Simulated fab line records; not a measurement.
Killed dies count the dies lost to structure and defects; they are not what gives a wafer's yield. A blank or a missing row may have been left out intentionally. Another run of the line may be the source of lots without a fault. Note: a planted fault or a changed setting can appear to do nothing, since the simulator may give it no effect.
Matching of chambers / flow n5Finfet / 4 sister chambers for N5_BEOL_M10_STRIP_36 on rieDiel-05
The step strips in N2/H2. 14 wafers are shown with their chamber, then 7 later ones without.

== WAFERS WITH THEIR CHAMBER ==
wafer=L074.1; chamber=3; showerheadPlenumPTorr (Torr)=2.62; throttleValvePct (%)=24.18; oesProductAu (a.u.)=0.69
wafer=L074.4; chamber=2; showerheadPlenumPTorr (Torr)=2.46; throttleValvePct (%)=23.44; oesProductAu (a.u.)=0.77
wafer=L074.5; chamber=3; showerheadPlenumPTorr (Torr)=2.62; throttleValvePct (%)=24.19; oesProductAu (a.u.)=0.69
wafer=L075.2; chamber=1; showerheadPlenumPTorr (Torr)=2.49; throttleValvePct (%)=23.60; oesProductAu (a.u.)=0.90
wafer=L075.3; chamber=2; showerheadPlenumPTorr (Torr)=2.46; throttleValvePct (%)=23.40; oesProductAu (a.u.)=0.79
wafer=L075.6; chamber=1; showerheadPlenumPTorr (Torr)=2.49; throttleValvePct (%)=23.59; oesProductAu (a.u.)=0.92
wafer=L083.2; chamber=0; showerheadPlenumPTorr (Torr)=2.46; throttleValvePct (%)=23.66; oesProductAu (a.u.)=0.81
wafer=L083.4; chamber=2; showerheadPlenumPTorr (Torr)=2.45; throttleValvePct (%)=23.44; oesProductAu (a.u.)=0.77
wafer=L083.5; chamber=0; showerheadPlenumPTorr (Torr)=2.46; throttleValvePct (%)=23.70; oesProductAu (a.u.)=0.81
wafer=L087.2; chamber=1; showerheadPlenumPTorr (Torr)=2.48; throttleValvePct (%)=23.63; oesProductAu (a.u.)=0.85
wafer=L087.4; chamber=0; showerheadPlenumPTorr (Torr)=2.45; throttleValvePct (%)=23.70; oesProductAu (a.u.)=0.79
wafer=L087.6; chamber=2; showerheadPlenumPTorr (Torr)=2.45; throttleValvePct (%)=23.54; oesProductAu (a.u.)=0.75
wafer=L091.2; chamber=0; showerheadPlenumPTorr (Torr)=2.45; throttleValvePct (%)=23.71; oesProductAu (a.u.)=0.78
wafer=L091.3; chamber=2; showerheadPlenumPTorr (Torr)=2.44; throttleValvePct (%)=23.51; oesProductAu (a.u.)=0.74

SIGNATURES (means of the wafers above)
reading=showerheadPlenumPTorr; chamber 0=2.4550; chamber 1=2.4867; chamber 2=2.4520; chamber 3=2.6200; scatter within a chamber=0.00668
reading=throttleValvePct; chamber 0=23.6925; chamber 1=23.6067; chamber 2=23.4660; chamber 3=24.1850; scatter within a chamber=0.0394
reading=oesProductAu; chamber 0=0.7975; chamber 1=0.8900; chamber 2=0.7640; chamber 3=0.6900; scatter within a chamber=0.0219
Rule: for each reading, subtract the chamber's mean from the wafer's reading, divide by that reading's scatter and square the result; add these up over the readings and take the root, which gives the wafer's distance from the chamber. The wafer belongs to the nearest chamber; if the next one is less than 2 further off, it can't be placed. The scatter: take each reading less its chamber's mean, square it, sum over the shown wafers, divide by the number of wafers less the number of chambers, and take the root.

== WAFERS WITH NO CHAMBER GIVEN ==
wafer=L091.5; showerheadPlenumPTorr (Torr)=2.48; throttleValvePct (%)=23.66; oesProductAu (a.u.)=0.85
wafer=L095.1; showerheadPlenumPTorr (Torr)=2.44; throttleValvePct (%)=23.70; oesProductAu (a.u.)=0.78
wafer=L095.3; showerheadPlenumPTorr (Torr)=2.47; throttleValvePct (%)=23.67; oesProductAu (a.u.)=0.81
wafer=L095.5; showerheadPlenumPTorr (Torr)=2.60; throttleValvePct (%)=23.88; oesProductAu (a.u.)=0.92
wafer=L097.2; showerheadPlenumPTorr (Torr)=2.47; throttleValvePct (%)=23.69; oesProductAu (a.u.)=0.84
wafer=L097.3; showerheadPlenumPTorr (Torr)=2.44; throttleValvePct (%)=23.71; oesProductAu (a.u.)=0.77
wafer=L097.5; showerheadPlenumPTorr (Torr)=2.44; throttleValvePct (%)=23.51; oesProductAu (a.u.)=0.75

== THE CHAMBER EACH PASSED THROUGH ==
wafer=L091.5; from the rows above=1; in truth=1
wafer=L095.1; from the rows above=0; in truth=0
wafer=L095.3; from the rows above=0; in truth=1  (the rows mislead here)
wafer=L095.5; from the rows above=3; in truth=3
wafer=L097.2; from the rows above=can't be placed: 0 or 1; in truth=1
wafer=L097.3; from the rows above=0; in truth=0
wafer=L097.5; from the rows above=2; in truth=2
Placed correctly: 5 of 7. Unplaceable from these rows: 1, with the true chamber sitting among the candidates in 1. Wrongly placed: 1.
